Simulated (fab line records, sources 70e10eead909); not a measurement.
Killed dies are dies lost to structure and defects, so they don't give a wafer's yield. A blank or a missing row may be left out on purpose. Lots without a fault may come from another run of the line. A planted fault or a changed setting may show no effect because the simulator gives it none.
Which tool did it? | flow nand_harc | 24 lots, 72 wafers sampled, at 2 steps of a route of 1302

WHAT THE GAUGES READ, wafer by wafer
NHARC_A_M0_THK_MEAS_24: measures by xrf. Usual: thk_nm 113.1 nm, standard deviation 1.6.
lot  | measured     | on            | thk_nm (nm)       | flag
L074 | day 23 16:14 | film_metro-01 | 110.9 115.2 114.8 |
L077 | day 23 17:40 | film_metro-01 | 115.8 117.1 113.9 |
L075 | day 23 19:41 | film_metro-02 | 110.9 112.0 114.6 |
L076 | day 23 23:11 | film_metro-01 | 112.6 111.4 112.8 |
L078 | day 24 19:52 | film_metro-02 | 112.5 112.0 113.1 |
L079 | day 24 21:46 | film_metro-01 | 115.1 112.5 111.0 |
L080 | day 25 06:50 | film_metro-02 | 111.7 112.8 114.9 |
L081 | day 26 00:29 | film_metro-02 | 112.0 114.8 113.6 |
L082 | day 26 08:15 | film_metro-01 | 112.8 111.5 111.7 |
L083 | day 26 12:55 | film_metro-02 | 114.0 112.8 114.2 |
L084 | day 26 16:13 | film_metro-01 | 113.6 113.5 115.3 |
L086 | day 26 20:04 | film_metro-01 | 111.8 111.3 108.0 |
L085 | day 27 06:23 | film_metro-01 | 114.6 112.7 113.4 |
L087 | day 28 09:40 | film_metro-01 | 111.0 113.6 110.7 |
L088 | day 28 13:53 | film_metro-01 | 114.8 112.0 114.3 |
L089 | day 28 15:17 | film_metro-02 | 114.5 112.9 113.3 |
L090 | day 29 20:42 | film_metro-01 | 112.5 112.7 111.3 |
L093 | day 30 09:28 | film_metro-01 | 115.1 114.5 110.9 |
L092 | day 30 10:23 | film_metro-01 | 114.5 112.9 112.1 |
L091 | day 30 13:14 | film_metro-02 | 115.2 112.0 114.9 |
L094 | day 30 17:02 | film_metro-01 | 112.8 111.6 113.1 |
L095 | day 31 18:34 | film_metro-02 | 115.0 113.8 116.1 |
L096 | day 32 02:20 | film_metro-01 | 112.1 113.0 113.3 |
L097 | day 32 03:43 | film_metro-02 | 115.3 112.4 113.2 |

WHICH TOOL RAN EACH LOT (tool, then ch and the chambers of the sampled wafers, then the start)
lot  | NHARC_A_M0_DESCUM_14
L074 | rie_diel-05 ch 0,1,3, day 23 13:53
L077 | rie_diel-05 ch 0,1,3, day 23 15:19
L075 | rie_diel-06 ch 2,3, day 23 17:22
L076 | rie_diel-06 ch 0,1,3, day 23 20:52
L078 | rie_diel-03 ch 1,2, day 24 17:04
L079 | rie_diel-05 ch 1,3, day 24 19:26
L080 | rie_diel-03 ch 0,1,2, day 25 04:32
L081 | rie_diel-05 ch 0,2,3, day 25 22:08
L082 | rie_diel-06 ch 0,2, day 26 05:56
L083 | rie_diel-06 ch 0,1,2, day 26 10:37
L084 | rie_diel-05 ch 2,3, day 26 13:52
L086 | rie_diel-05 ch 0,2,3, day 26 17:46
L085 | rie_diel-06 ch 2,3, day 27 04:01
L087 | rie_diel-06 ch 2,3, day 28 07:20
L088 | rie_diel-05 ch 0,1,2, day 28 11:30
L089 | rie_diel-06 ch 1,2, day 28 12:54
L090 | rie_diel-03 ch 1,3, day 29 18:23
L093 | rie_diel-06 ch 0,2,3, day 30 07:08
L092 | rie_diel-03 ch 0,1,3, day 30 08:05
L091 | rie_diel-05 ch 0,3, day 30 10:55
L094 | rie_diel-06 ch 0,1,2, day 30 14:40
L095 | rie_diel-06 ch 2,3, day 31 16:16
L096 | rie_diel-05 ch 1,2,3, day 31 23:58
L097 | rie_diel-06 ch 2,3, day 32 01:11
- NHARC_A_M0_DESCUM_14: chemistry O2, time 3 s.

WHAT THE TOOLS THEMSELVES READ (means of the sampled wafers that have a number; where no wafer has one, the mark that the record gives instead)
NHARC_A_M0_DESCUM_14. Usual: drypump_motor_current_A 5.6 A, standard deviation 0.51; oes_product_au 1.003 a.u., standard deviation 0.0068; rf_vpp_V 57.9 V, standard deviation 0.98; showerhead_plenum_p_Torr 1.93 Torr, standard deviation 0.089; throttle_valve_pct 11.311 %, standard deviation 0.01.
lot  | tool        | drypump_motor_current_A (A) | oes_product_au (a.u.) | rf_vpp_V (V) | showerhead_plenum_p_Torr (Torr) | throttle_valve_pct (%) | flag
L074 | rie_diel-05 | 5.7                         | 0.996                 | 58.8         | 1.98                            | 11.309                 |
L077 | rie_diel-05 | 5.7                         | 1.004                 | 57.9         | 1.98                            | 11.308                 |
L075 | rie_diel-06 | 5.9                         | 1.004                 | 56.4         | 1.81                            | 11.314                 |
L076 | rie_diel-06 | 5.2                         | 0.999                 | 57.9         | 1.92                            | 11.308                 |
L078 | rie_diel-03 | 5.4                         | 0.995                 | 58.3         | 1.90                            | 11.303                 |
L079 | rie_diel-05 | 5.8                         | 1.002                 | 57.3         | 1.95                            | 11.313                 |
L080 | rie_diel-03 | 5.9                         | 1.008                 | 56.9         | 1.93                            | 11.309                 |
L081 | rie_diel-05 | 5.5                         | 0.998                 | 58.3         | 2.03                            | 11.321                 |
L082 | rie_diel-06 | 5.7                         | 1.008                 | 57.3         | 1.84                            | 11.312                 |
L083 | rie_diel-06 | 5.3                         | 1.006                 | 57.7         | 1.91                            | 11.306                 |
L084 | rie_diel-05 | 5.6                         | 1.004                 | 58.3         | 2.05                            | 11.320                 |
L086 | rie_diel-05 | 5.5                         | 1.002                 | 59.2         | 2.03                            | 11.316                 |
L085 | rie_diel-06 | 6.1                         | 1.008                 | 56.7         | 1.80                            | 11.320                 |
L087 | rie_diel-06 | 6.0                         | 1.004                 | 56.7         | 1.80                            | 11.314                 |
L088 | rie_diel-05 | 5.7                         | 1.004                 | 58.9         | 1.99                            | 11.314                 |
L089 | rie_diel-06 | 5.6                         | 1.007                 | 57.3         | 1.86                            | 11.308                 |
L090 | rie_diel-03 | 5.9                         | 1.000                 | 58.4         | 1.88                            | 11.312                 |
L093 | rie_diel-06 | 5.7                         | 1.003                 | 57.2         | 1.85                            | 11.318                 |
L092 | rie_diel-03 | 6.0                         | 1.000                 | 57.6         | 1.92                            | 11.317                 |
L091 | rie_diel-05 | 5.5                         | 0.997                 | 58.2         | 2.01                            | 11.324                 |
L094 | rie_diel-06 | 5.3                         | 0.994                 | 57.2         | 1.91                            | 11.310                 |
L095 | rie_diel-06 | 6.0                         | 1.001                 | 57.2         | 1.80                            | 11.316                 |
L096 | rie_diel-05 | 5.7                         | 1.006                 | 58.6         | 2.00                            | 11.307                 |
L097 | rie_diel-06 | 6.0                         | 1.000                 | 57.3         | 1.81                            | 11.305                 |

THE ANSWER, worked out from the rows above alone
Rule: a lot is off if the mean of its wafers that have a number lies more than 3 standard deviations from the usual mean. A lot without any number at a reading at which 4 lots or more have one is off too. The other lots that the step has rows for count as sound. The gauges are gone through in route order, then the tools' own readings, and for those a lot's mean is taken as printed above. The first step at which some lot is off is used, and at that step the reading that is off furthest; a lot without a number counts as furthest.
No lot is off at any reading shown: from this, nothing can be told.

WHAT THE SIMULATOR HAD PUT IN
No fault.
